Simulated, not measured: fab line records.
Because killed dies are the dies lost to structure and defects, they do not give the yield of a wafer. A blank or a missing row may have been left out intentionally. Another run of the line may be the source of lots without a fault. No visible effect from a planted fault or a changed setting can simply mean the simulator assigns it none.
Which tool is to blame? :: flow n5Finfet :: 10 lots, 30 wafers sampled, at 5 steps of a route of 1938

== WHAT THE GAUGES READ, wafer by wafer ==
N5_BEOL_M4_RC_MEAS_101. Usual: DIBL_N 36.1 mV/V, standard deviation 2.5; DIBL_P 36 mV/V, standard deviation 3.3; IOFF_N 0.16 nA/um, standard deviation 0.046; IOFF_P 0.20 nA/um, standard deviation 0.051; ION_N 676 uA/um, standard deviation 16; ION_P 462 uA/um, standard deviation 11; SS_N 71.6 mV/dec, standard deviation 0.87; SS_P 73.2 mV/dec, standard deviation 0.86; VT_N 251 mV, standard deviation 4.4; VT_P -252 mV, standard deviation 4.6.
lot: L360
measured: day 9 16:25
on: prober-02
DIBL_N (mV/V): 37.8 31.4 38.4
DIBL_P (mV/V): 36 29 35
IOFF_N (nA/um): 0.17 0.09 0.17
IOFF_P (nA/um): 0.22 0.13 0.19
ION_N (uA/um): 690 667 676
ION_P (uA/um): 469 461 463
SS_N (mV/dec): 71.1 70.0 71.7
SS_P (mV/dec): 73.6 71.8 72.9
VT_N (mV): 249 255 253
VT_P (mV): -248 -257 -249
flag: 

lot: L361
measured: day 9 10:52
on: prober-02
DIBL_N (mV/V): 34.5 41.0 35.1
DIBL_P (mV/V): 35 42 36
IOFF_N (nA/um): 0.13 0.25 0.14
IOFF_P (nA/um): 0.17 0.30 0.18
ION_N (uA/um): 677 694 675
ION_P (uA/um): 463 463 465
SS_N (mV/dec): 71.4 72.8 71.4
SS_P (mV/dec): 72.9 75.3 73.1
VT_N (mV): 250 243 250
VT_P (mV): -253 -249 -255
flag: 

lot: L362
measured: day 10 15:59
on: prober-01
DIBL_N (mV/V): 41.4 34.6 33.7
DIBL_P (mV/V): 40 34 32
IOFF_N (nA/um): 0.26 0.13 0.11
IOFF_P (nA/um): 0.23 0.16 0.14
ION_N (uA/um): 679 680 660
ION_P (uA/um): 461 467 451
SS_N (mV/dec): 74.1 71.1 70.6
SS_P (mV/dec): 74.1 72.8 72.3
VT_N (mV): 248 254 255
VT_P (mV): -252 -253 -256
flag: 

lot: L363
measured: day 10 11:51
on: prober-01
DIBL_N (mV/V): 30.8 40.7 33.8
DIBL_P (mV/V): 30 41 34
IOFF_N (nA/um): 0.09 0.24 0.12
IOFF_P (nA/um): 0.15 0.31 0.19
ION_N (uA/um): 661 677 672
ION_P (uA/um): 461 462 464
SS_N (mV/dec): 69.9 73.5 71.3
SS_P (mV/dec): 72.3 75.1 72.9
VT_N (mV): 257 246 254
VT_P (mV): -253 -247 -251
flag: 

lot: L364
measured: day 11 07:46
on: prober-02
DIBL_N (mV/V): 36.1 34.7 37.5
DIBL_P (mV/V): 38 37 40
IOFF_N (nA/um): 0.14 0.13 0.17
IOFF_P (nA/um): 0.17 0.16 0.21
ION_N (uA/um): 685 680 683
ION_P (uA/um): 462 460 468
SS_N (mV/dec): 72.3 70.9 72.2
SS_P (mV/dec): 73.4 73.3 73.8
VT_N (mV): 253 252 250
VT_P (mV): -256 -254 -252
flag: 

lot: L369
measured: day 12 06:24
on: prober-02
DIBL_N (mV/V): 39.0 34.0 33.2
DIBL_P (mV/V): 35 30 29
IOFF_N (nA/um): 0.18 0.10 0.10
IOFF_P (nA/um): 0.17 0.12 0.11
ION_N (uA/um): 661 657 666
ION_P (uA/um): 443 450 447
SS_N (mV/dec): 73.2 70.7 70.3
SS_P (mV/dec): 73.4 72.7 71.5
VT_N (mV): 254 258 260
VT_P (mV): -253 -259 -262
flag: 

lot: L375
measured: day 13 19:27
on: prober-01
DIBL_N (mV/V): 35.8 36.5 39.0
DIBL_P (mV/V): 34 36 38
IOFF_N (nA/um): 0.13 0.13 0.18
IOFF_P (nA/um): 0.16 0.18 0.20
ION_N (uA/um): 680 673 680
ION_P (uA/um): 465 463 457
SS_N (mV/dec): 71.4 71.2 72.0
SS_P (mV/dec): 72.1 73.1 73.3
VT_N (mV): 253 254 252
VT_P (mV): -253 -251 -252
flag: 

lot: L376
measured: day 13 20:38
on: prober-02
DIBL_N (mV/V): 33.8 32.8 33.2
DIBL_P (mV/V): 32 30 29
IOFF_N (nA/um): 0.11 0.10 0.10
IOFF_P (nA/um): 0.16 0.13 0.12
ION_N (uA/um): 661 663 655
ION_P (uA/um): 460 457 446
SS_N (mV/dec): 70.5 70.5 71.1
SS_P (mV/dec): 72.4 72.3 71.8
VT_N (mV): 252 254 255
VT_P (mV): -251 -259 -258
flag: 

lot: L380
measured: day 15 02:44
on: prober-01
DIBL_N (mV/V): 40.5 39.1 35.2
DIBL_P (mV/V): 40 40 34
IOFF_N (nA/um): 0.22 0.21 0.11
IOFF_P (nA/um): 0.27 0.30 0.19
ION_N (uA/um): 656 690 630
ION_P (uA/um): 451 481 447
SS_N (mV/dec): 73.0 72.1 70.9
SS_P (mV/dec): 73.8 74.3 72.7
VT_N (mV): 252 248 256
VT_P (mV): -249 -245 -251
flag: 

lot: L381
measured: day 14 08:28
on: prober-02
DIBL_N (mV/V): 33.5 37.8 37.6
DIBL_P (mV/V): 32 38 38
IOFF_N (nA/um): 0.12 0.20 0.18
IOFF_P (nA/um): 0.16 0.27 0.26
ION_N (uA/um): 678 695 696
ION_P (uA/um): 463 481 482
SS_N (mV/dec): 70.9 72.0 71.1
SS_P (mV/dec): 72.3 74.1 73.7
VT_N (mV): 252 245 247
VT_P (mV): -254 -243 -245
flag: 

== WHAT TOOL EACH LOT RAN ON (gives the tool, then ch and the chambers of the sampled wafers, and finally the start) ==
lot: L360
N5_ZERO_LAYER_ETCH_17: rieDiel-01 ch 1,2, day 2 00:44
N5_ZERO_LAYER_ETCH_18: rieSi-04 ch 0,2, day 2 00:49
N5_WELL_APT_IMPLANT_14: implanter-02 ch 0, day 2 02:08
N5_PMOS_HMC_CHANNEL_EPI_ETCH_32: rieDiel-01 ch 0,1,2, day 2 05:41

lot: L361
N5_ZERO_LAYER_ETCH_17: rieDiel-06 ch 0,1,2, day 2 06:52
N5_ZERO_LAYER_ETCH_18: rieSi-06 ch 0,2,3, day 2 06:56
N5_WELL_APT_IMPLANT_14: implanter-02 ch 0, day 2 08:01
N5_PMOS_HMC_CHANNEL_EPI_ETCH_32: rieDiel-01 ch 0,1,2, day 2 12:17

lot: L362
N5_ZERO_LAYER_ETCH_17: rieDiel-06 ch 0,1,2, day 2 13:12
N5_ZERO_LAYER_ETCH_18: rieSi-06 ch 2,3, day 2 13:16
N5_WELL_APT_IMPLANT_14: implanter-02 ch 0, day 2 14:25
N5_PMOS_HMC_CHANNEL_EPI_ETCH_32: rieDiel-06 ch 1,2,3, day 2 17:39

lot: L363
N5_ZERO_LAYER_ETCH_17: rieDiel-04 ch 1,3, day 2 18:50
N5_ZERO_LAYER_ETCH_18: rieSi-04 ch 1,2,3, day 2 18:55
N5_WELL_APT_IMPLANT_14: implanter-01 ch 0, day 2 20:04
N5_PMOS_HMC_CHANNEL_EPI_ETCH_32: rieDiel-01 ch 0,1,2, day 3 00:25

lot: L364
N5_ZERO_LAYER_ETCH_17: rieDiel-06 ch 0,3, day 3 00:52
N5_ZERO_LAYER_ETCH_18: rieSi-04 ch 0,1,2, day 3 00:56
N5_WELL_APT_IMPLANT_14: implanter-01 ch 0, day 3 02:17
N5_PMOS_HMC_CHANNEL_EPI_ETCH_32: rieDiel-06 ch 2,3, day 3 06:07

lot: L369
N5_ZERO_LAYER_ETCH_17: rieDiel-06 ch 0,2,3, day 4 06:50
N5_ZERO_LAYER_ETCH_18: rieSi-02 ch 0,1,2, day 4 06:55
N5_WELL_APT_IMPLANT_14: implanter-01 ch 0, day 4 07:54
N5_PMOS_HMC_CHANNEL_EPI_ETCH_32: rieDiel-01 ch 0,1,3, day 4 11:21

lot: L375
N5_ZERO_LAYER_ETCH_17: rieDiel-04 ch 1,2,3, day 5 18:43
N5_ZERO_LAYER_ETCH_18: rieSi-04 ch 1,2, day 5 18:47
N5_WELL_APT_IMPLANT_14: implanter-02 ch 0, day 5 20:20
N5_PMOS_HMC_CHANNEL_EPI_ETCH_32: rieDiel-04 ch 1,2,3, day 5 23:35

lot: L376
N5_ZERO_LAYER_ETCH_17: rieDiel-01 ch 0,1,2, day 6 01:06
N5_ZERO_LAYER_ETCH_18: rieSi-06 ch 0,1,3, day 6 01:11
N5_WELL_APT_IMPLANT_14: implanter-01 ch 0, day 6 02:42
N5_PMOS_HMC_CHANNEL_EPI_ETCH_32: rieDiel-04 ch 1,2, day 6 05:58

lot: L380
N5_ZERO_LAYER_ETCH_17: rieDiel-01 ch 1,2, day 7 00:50
N5_ZERO_LAYER_ETCH_18: rieSi-04 ch 0,3, day 7 00:55
N5_WELL_APT_IMPLANT_14: implanter-01 ch 0, day 7 02:01
N5_PMOS_HMC_CHANNEL_EPI_ETCH_32: rieDiel-04 ch 0,1,2, day 7 06:11

lot: L381
N5_ZERO_LAYER_ETCH_17: rieDiel-04 ch 0,2, day 7 06:54
N5_ZERO_LAYER_ETCH_18: rieSi-02 ch 0,3, day 7 06:58
N5_WELL_APT_IMPLANT_14: implanter-01 ch 0, day 7 08:20
N5_PMOS_HMC_CHANNEL_EPI_ETCH_32: rieDiel-04 ch 0,1, day 7 12:00
- N5_ZERO_LAYER_ETCH_17: etches SiO2 in CF4, target depth 12 nm, time 13.3 s.
- N5_ZERO_LAYER_ETCH_18: etches Si in HBr/Cl2, target depth 120 nm, time 40 s.
- N5_WELL_APT_IMPLANT_14
- N5_PMOS_HMC_CHANNEL_EPI_ETCH_32: etches BARC in N2/H2, stops on SiO2, target depth 85.8 nm, time 50.3 s.

== WHAT THE TOOLS THEMSELVES READ (means of the sampled wafers that have a number; where no wafer has one, the mark that the record gives instead) ==
N5_ZERO_LAYER_ETCH_17. Usual: drypumpMotorCurrentA 5.4 A, standard deviation 0.33; oesProductAu 0.78 a.u., standard deviation 0.088; rfVppV 950 V, standard deviation 3.4; showerheadPlenumPTorr 2.16 Torr, standard deviation 0.058; throttleValvePct 15.74 %, standard deviation 0.26.
lot: L360
tool: rieDiel-01
drypumpMotorCurrentA (A): 5.3
oesProductAu (a.u.): 0.91
rfVppV (V): 953
showerheadPlenumPTorr (Torr): 2.21
throttleValvePct (%): 15.57
flag: 

lot: L361
tool: rieDiel-06
drypumpMotorCurrentA (A): 5.5
oesProductAu (a.u.): 0.81
rfVppV (V): 947
showerheadPlenumPTorr (Torr): 2.13
throttleValvePct (%): 15.60
flag: 

lot: L362
tool: rieDiel-06
drypumpMotorCurrentA (A): 5.6
oesProductAu (a.u.): 0.81
rfVppV (V): 948
showerheadPlenumPTorr (Torr): 2.13
throttleValvePct (%): 15.63
flag: 

lot: L363
tool: rieDiel-04
drypumpMotorCurrentA (A): 5.3
oesProductAu (a.u.): 0.71
rfVppV (V): 949
showerheadPlenumPTorr (Torr): 2.15
throttleValvePct (%): 15.88
flag: 

lot: L364
tool: rieDiel-06
drypumpMotorCurrentA (A): 5.1
oesProductAu (a.u.): 0.77
rfVppV (V): 947
showerheadPlenumPTorr (Torr): 2.10
throttleValvePct (%): 15.77
flag: 

lot: L369
tool: rieDiel-06
drypumpMotorCurrentA (A): 5.3
oesProductAu (a.u.): 0.80
rfVppV (V): 948
showerheadPlenumPTorr (Torr): 2.13
throttleValvePct (%): 15.65
flag: 

lot: L375
tool: rieDiel-04
drypumpMotorCurrentA (A): 5.5
oesProductAu (a.u.): 0.73
rfVppV (V): 947
showerheadPlenumPTorr (Torr): 2.12
throttleValvePct (%): 15.80
flag: 

lot: L376
tool: rieDiel-01
drypumpMotorCurrentA (A): 5.7
oesProductAu (a.u.): 0.79
rfVppV (V): 950
showerheadPlenumPTorr (Torr): 2.18
throttleValvePct (%): 15.64
flag: 

lot: L380
tool: rieDiel-01
drypumpMotorCurrentA (A): 5.3
oesProductAu (a.u.): 0.85
rfVppV (V): 952
showerheadPlenumPTorr (Torr): 2.20
throttleValvePct (%): 15.64
flag: 

lot: L381
tool: rieDiel-04
drypumpMotorCurrentA (A): 5.4
oesProductAu (a.u.): 0.73
rfVppV (V): 950
showerheadPlenumPTorr (Torr): 2.16
throttleValvePct (%): 15.96
flag: 

N5_ZERO_LAYER_ETCH_18. Usual: drypumpMotorCurrentA 5.7 A, standard deviation 0.46; oesProductAu 1.012 a.u., standard deviation 0.015; throttleValvePct 36.5 %, standard deviation 0.35.
lot: L360
tool: rieSi-04
drypumpMotorCurrentA (A): 4.9
oesProductAu (a.u.): 1.001
throttleValvePct (%): 36.9
flag: 

lot: L361
tool: rieSi-06
drypumpMotorCurrentA (A): 5.9
oesProductAu (a.u.): 1.024
throttleValvePct (%): 36.4
flag: 

lot: L362
tool: rieSi-06
drypumpMotorCurrentA (A): 5.8
oesProductAu (a.u.): 1.020
throttleValvePct (%): 36.4
flag: 

lot: L363
tool: rieSi-04
drypumpMotorCurrentA (A): 5.5
oesProductAu (a.u.): 0.995
throttleValvePct (%): 36.4
flag: 

lot: L364
tool: rieSi-04
drypumpMotorCurrentA (A): 5.1
oesProductAu (a.u.): 1.010
throttleValvePct (%): 36.6
flag: 

lot: L369
tool: rieSi-02
drypumpMotorCurrentA (A): 5.6
oesProductAu (a.u.): 1.011
throttleValvePct (%): 36.3
flag: 

lot: L375
tool: rieSi-04
drypumpMotorCurrentA (A): 5.4
oesProductAu (a.u.): 1.000
throttleValvePct (%): 36.2
flag: 

lot: L376
tool: rieSi-06
drypumpMotorCurrentA (A): 6.0
oesProductAu (a.u.): 1.021
throttleValvePct (%): 36.6
flag: 

lot: L380
tool: rieSi-04
drypumpMotorCurrentA (A): 5.7
oesProductAu (a.u.): 0.999
throttleValvePct (%): 36.7
flag: 

lot: L381
tool: rieSi-02
drypumpMotorCurrentA (A): 5.7
oesProductAu (a.u.): 0.998
throttleValvePct (%): 36.1
flag: 

N5_PMOS_HMC_CHANNEL_EPI_ETCH_32. Usual: drypumpMotorCurrentA 5.5 A, standard deviation 0.38; oesProductAu 0.67 a.u., standard deviation 0.065; rfVppV 524.3 V, standard deviation 2.2; showerheadPlenumPTorr 2.56 Torr, standard deviation 0.075; throttleValvePct 17.93 %, standard deviation 0.28.
lot: L360
tool: rieDiel-01
drypumpMotorCurrentA (A): 5.8
oesProductAu (a.u.): 0.69
rfVppV (V): 524.7
showerheadPlenumPTorr (Torr): 2.58
throttleValvePct (%): 17.80
flag: 

lot: L361
tool: rieDiel-01
drypumpMotorCurrentA (A): 5.8
oesProductAu (a.u.): 0.70
rfVppV (V): 525.3
showerheadPlenumPTorr (Torr): 2.58
throttleValvePct (%): 17.81
flag: 

lot: L362
tool: rieDiel-06
drypumpMotorCurrentA (A): 5.3
oesProductAu (a.u.): 0.69
rfVppV (V): 523.8
showerheadPlenumPTorr (Torr): 2.55
throttleValvePct (%): 17.62
flag: 

lot: L363
tool: rieDiel-01
drypumpMotorCurrentA (A): 5.8
oesProductAu (a.u.): 0.69
rfVppV (V): 525.1
showerheadPlenumPTorr (Torr): 2.58
throttleValvePct (%): 17.81
flag: 

lot: L364
tool: rieDiel-06
drypumpMotorCurrentA (A): 5.0
oesProductAu (a.u.): 0.69
rfVppV (V): 524.5
showerheadPlenumPTorr (Torr): 2.56
throttleValvePct (%): 17.70
flag: 

lot: L369
tool: rieDiel-01
drypumpMotorCurrentA (A): 5.8
oesProductAu (a.u.): 0.67
rfVppV (V): 525.7
showerheadPlenumPTorr (Torr): 2.57
throttleValvePct (%): 17.84
flag: 

lot: L375
tool: rieDiel-04
drypumpMotorCurrentA (A): 5.5
oesProductAu (a.u.): 0.62
rfVppV (V): 522.4
showerheadPlenumPTorr (Torr): 2.52
throttleValvePct (%): 18.05
flag: 

lot: L376
tool: rieDiel-04
drypumpMotorCurrentA (A): 5.6
oesProductAu (a.u.): 0.62
rfVppV (V): 523.9
showerheadPlenumPTorr (Torr): 2.55
throttleValvePct (%): 18.04
flag: 

lot: L380
tool: rieDiel-04
drypumpMotorCurrentA (A): 5.5
oesProductAu (a.u.): 0.62
rfVppV (V): 523.9
showerheadPlenumPTorr (Torr): 2.56
throttleValvePct (%): 18.17
flag: 

lot: L381
tool: rieDiel-04
drypumpMotorCurrentA (A): 5.4
oesProductAu (a.u.): 0.60
rfVppV (V): 525.9
showerheadPlenumPTorr (Torr): 2.63
throttleValvePct (%): 18.39
flag: 

== THE ANSWER, worked out from the rows above alone ==
Rule: a lot counts as off when the mean over its wafers that have a number is more than 3 standard deviations away from the usual mean. Also off: a lot with no number at a reading for which 4 or more lots have one. All remaining lots with rows at the step are treated as sound. After the gauges, taken in route order, come the tools' own readings; for these a lot's mean is taken, as printed above. The first step at which some lot is off is used, and at that step the reading that is off furthest; a lot without a number counts as furthest.
No lot is off on any of the readings shown, so nothing can be concluded from this.

== WHAT THE SIMULATOR HAD PUT IN ==
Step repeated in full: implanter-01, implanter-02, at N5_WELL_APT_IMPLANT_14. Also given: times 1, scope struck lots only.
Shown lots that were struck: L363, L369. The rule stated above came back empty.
